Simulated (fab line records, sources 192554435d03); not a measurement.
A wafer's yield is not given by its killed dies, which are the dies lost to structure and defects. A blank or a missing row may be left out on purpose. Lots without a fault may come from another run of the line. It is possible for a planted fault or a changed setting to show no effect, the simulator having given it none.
Code-filled problem report in 8D (eight disciplines) form    flow n5Finfet    the parts of the form that need people (team, actions taken, sign-off) are left out

## 1. THE PROBLEM
Mean of lamp_zone_7_pct at N5_WELL_APT_RTA_34: 14.681 % across 6 wafers in 2 lots; on wafers with no fault it is 13.417 % (standard deviation 0.028). Measured from the usual mean, that is +45 standard deviations.
The step: time 10 s.
The first sign was on wafer L829.2 at day 4 15:53, on rtpAnneal-01. Wafers with a number at this step in the record: 24, from 8 lots. By rule, "out" or "out of limits" means more than 4 standard deviations away from the usual mean. All remaining wafers that have a number are taken as sound.

## 2. WHAT IT IS, AND WHAT IT ISN'T
question                     is                                                                                                                                   is not
which readings at this step  lamp_zone_7_pct, lampPowerPct, lamp_zone_1_pct, lamp_zone_2_pct, lamp_zone_3_pct, lamp_zone_4_pct, lamp_zone_5_pct, lamp_zone_6_pct  wafer_temp_C_max
which lots                   L829, L831                                                                                                                           L817, L818, L823, L826, L839, L840
which wafers of those lots   all that have a number                                                                                                               -
read on which tools          rtpAnneal-01                                                                                                                         rtpAnneal-02
when                         from day 4 15:53                                                                                                                     up to then (12 sound wafers); but 6 sound wafers of L839, L840 came after

## 3. THE SUSPECTS, EACH WITH WHAT RULES IT OUT
Counting: a tool stays on the suspect list if, at a process step up to the reading, it processed all lots that are out and no sound lot following the first of them.
- rieSi-02 at N5_ZERO_LAYER_ETCH_18 (etches Si in HBr/Cl2, target depth 120 nm, time 40 s): kept. It ran every lot that is out, first L829 (day 4 12:47), and no sound lot after that.
- rtpAnneal-01 at N5_WELL_APT_RTA_34 (time 10 s): kept. All lots that are out passed through it, beginning with L829 at day 4 15:53, and no sound lot followed; its final sound lot before that point was L826 at day 3 21:40. On those wafers its own readings are out: lampPowerPct, lamp_zone_1_pct, lamp_zone_2_pct, lamp_zone_3_pct, lamp_zone_4_pct, lamp_zone_5_pct, lamp_zone_6_pct, lamp_zone_7_pct.
After counting, rieSi-02 at N5_ZERO_LAYER_ETCH_18 and rtpAnneal-01 at N5_WELL_APT_RTA_34 remain.

## 4. THE CAUSE (what the simulator had put in)
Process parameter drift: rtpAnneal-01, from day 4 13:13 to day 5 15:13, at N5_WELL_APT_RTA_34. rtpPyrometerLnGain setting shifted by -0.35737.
Counting leaves 2 suspects; this tool is one of them.

## 5. SEQUENCE OF EFFECTS, ordered by route
One row per reading whose mean, taken over the struck wafers that have a number, lies over 3 standard deviations from the usual. Only readings for which the record gives a usual standard deviation are gone through. hours: the time from each lot's start at the first step in this table that gives one to its start at this step, as a median over the lots. sigmas: the change in usual standard deviations.
hours  step                reading          usual     on struck wafers  change  sigmas
0      N5_WELL_APT_RTA_34  lampPowerPct     13.00 %   14.23             +1.23   +22
0      N5_WELL_APT_RTA_34  lamp_zone_1_pct  13.00 %   14.23             +1.23   +37
0      N5_WELL_APT_RTA_34  lamp_zone_2_pct  13.00 %   14.24             +1.24   +38
0      N5_WELL_APT_RTA_34  lamp_zone_3_pct  13.00 %   14.22             +1.22   +36
0      N5_WELL_APT_RTA_34  lamp_zone_4_pct  12.991 %  14.201            +1.210  +40
0      N5_WELL_APT_RTA_34  lamp_zone_5_pct  12.996 %  14.221            +1.225  +42
0      N5_WELL_APT_RTA_34  lamp_zone_6_pct  12.92 %   14.13             +1.21   +34
0      N5_WELL_APT_RTA_34  lamp_zone_7_pct  13.417 %  14.681            +1.264  +45
Here are the process steps it includes:
- N5_WELL_APT_RTA_34: time 10 s.
Later measuring or inspecting steps at which every struck wafer that the step has a row for has a number for every such reading, and none has moved that far: N5_BEOL_M4_RC_MEAS_101.

## 6. WHAT WOULD HAVE CAUGHT IT SOONER
In this record the first reading out of limits was taken at day 4 15:53, 3 hours after the fault began at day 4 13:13.
